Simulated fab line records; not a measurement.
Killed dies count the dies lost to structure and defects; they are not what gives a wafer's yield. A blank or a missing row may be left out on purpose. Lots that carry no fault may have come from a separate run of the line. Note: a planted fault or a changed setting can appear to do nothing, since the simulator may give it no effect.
Matching of chambers    flow nandHarc    NHARC_A_STAIRCASE_DESCUM_252 on rieDiel-10 has 4 sister chambers
The step chemistry O2, time 3 s. 4 wafers are shown with their chamber, then 7 later ones without.

## WAFERS, EACH WITH ITS CHAMBER
wafer   chamber  showerheadPlenumPTorr (Torr)
L087.3  1        1.76
L087.4  2        1.85
L090.2  3        1.96
L090.3  0        2.02

## WAFERS WITHOUT THEIR CHAMBER
wafer   showerheadPlenumPTorr (Torr)
L090.4  1.96
L089.1  2.02
L089.2  1.96
L089.5  1.96
L096.1  2.02
L096.3  1.95
L096.4  2.07

## WHICH CHAMBER EACH WENT THROUGH
wafer    from the rows above   in truth
L090.4   3                     3
L089.1   0                     0
L089.2   3                     3
L089.5   3                     3
L096.1   0                     0
L096.3   3                     3
L096.4   0                     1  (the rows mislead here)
6 of 7 placed correctly. Can't be placed from these rows: 0. Wrongly placed: 1.
How it was worked out, from the rows above alone: a wafer's distance from a chamber is the root of the sum, over the readings, of the square of ((its reading less the chamber's mean) divided by the reading's scatter). The wafer belongs to the nearest chamber; if the next one is less than 2 further off, it can't be placed. The mean given for a chamber averages the wafers shown for that chamber. The scatter: with one shown wafer a chamber, the root of the mean of the squares of how far each hidden wafer lies from its nearest shown one.
